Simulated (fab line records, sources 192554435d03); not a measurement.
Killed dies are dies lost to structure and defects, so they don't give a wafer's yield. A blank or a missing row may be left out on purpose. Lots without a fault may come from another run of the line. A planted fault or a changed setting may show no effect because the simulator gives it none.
Chamber matching | flow n5_finfet | N5_BEOL_M7_ETCH_66 on rie_diel-05: 4 sister chambers
The step etches SOC in N2/H2, target depth 80 nm, overetch 16 nm, time 120 s. 24 wafers are shown with their chamber, then 12 later ones without.

WAFERS WITH THEIR CHAMBER
wafer  | chamber | drypump_motor_current_A (A) | throttle_valve_pct (%) | showerhead_plenum_p_Torr (Torr)
L074.2 | 1       | 5.5                         | 17.47                  | 2.41
L074.3 | 3       | 5.4                         | 17.82                  | 2.55
L074.5 | 3       | 5.5                         | 17.83                  | 2.55
L077.1 | 0       | 6.1                         | 17.43                  | 2.50
L077.2 | 2       | 5.8                         | 18.06                  | 2.54
L077.3 | 3       | 5.4                         | 17.84                  | 2.55
L076.3 | 0       | 6.1                         | 17.45                  | 2.50
L076.4 | 2       | 5.8                         | 18.06                  | 2.54
L076.6 | 3       | 5.4                         | 17.84                  | 2.55
L079.1 | 3       | 5.4                         | 17.85                  | 2.55
L079.3 | 0       | 6.1                         | 17.46                  | 2.50
L079.5 | 1       | 5.5                         | 17.51                  | 2.41
L082.3 | 1       | 5.5                         | 17.47                  | 2.41
L082.4 | 2       | 5.8                         | 18.05                  | 2.54
L082.6 | 0       | 6.1                         | 17.47                  | 2.50
L083.1 | 0       | 6.1                         | 17.46                  | 2.49
L083.4 | 3       | 5.4                         | 17.86                  | 2.54
L083.5 | 1       | 5.5                         | 17.50                  | 2.41
L088.1 | 0       | 6.1                         | 17.46                  | 2.49
L088.5 | 1       | 5.5                         | 17.50                  | 2.41
L088.6 | 2       | 5.8                         | 18.07                  | 2.53
L087.1 | 2       | 5.8                         | 18.08                  | 2.53
L087.2 | 0       | 6.1                         | 17.47                  | 2.49
L087.5 | 0       | 6.1                         | 17.48                  | 2.49

SIGNATURES (means of the wafers above)
reading                  | chamber 0 | chamber 1 | chamber 2 | chamber 3 | scatter within a chamber
drypump_motor_current_A  | 6.100     | 5.500     | 5.800     | 5.417     | 0.0204
throttle_valve_pct       | 17.4600   | 17.4900   | 18.0640   | 17.8400   | 0.015
showerhead_plenum_p_Torr | 2.4950    | 2.4100    | 2.5360    | 2.5483    | 0.00449
Rule: a wafer's distance from a chamber is the root of the sum, over the readings, of the square of ((its reading less the chamber's mean) divided by the reading's scatter). The wafer belongs to the nearest chamber; if the next one is less than 2 further off, it can't be placed. The scatter: the root of (the sum of the squares of (reading less its chamber's mean) over the shown wafers, divided by (wafers less chambers)).

WAFERS WITHOUT THEIR CHAMBER
wafer  | drypump_motor_current_A (A) | throttle_valve_pct (%) | showerhead_plenum_p_Torr (Torr)
L089.1 | 5.5                         | 17.51                  | 2.40
L089.2 | 5.8                         | 18.10                  | 2.53
L089.6 | 6.1                         | 17.47                  | 2.49
L093.2 | 5.5                         | 17.52                  | 2.40
L093.5 | 6.1                         | 17.50                  | 2.48
L093.6 | 5.5                         | 17.52                  | 2.40
L094.2 | 6.1                         | 17.50                  | 2.48
L094.3 | 5.5                         | 17.54                  | 2.40
L094.4 | 5.8                         | 18.11                  | 2.52
L097.2 | 5.5                         | 17.54                  | 2.40
L097.4 | 5.8                         | 18.12                  | 2.52
L097.5 | 6.1                         | 17.50                  | 2.48

WHICH CHAMBER EACH WENT THROUGH
wafer  | from the rows above | in truth
L089.1 | 1                   | 1
L089.2 | 2                   | 2
L089.6 | 0                   | 0
L093.2 | 1                   | 1
L093.5 | 0                   | 0
L093.6 | 1                   | 1
L094.2 | 0                   | 0
L094.3 | 1                   | 1
L094.4 | 2                   | 2
L097.2 | 1                   | 1
L097.4 | 2                   | 2
L097.5 | 0                   | 0
Placed correctly: 12 of 12. Can't be placed from these rows: 0. Placed wrongly: 0.
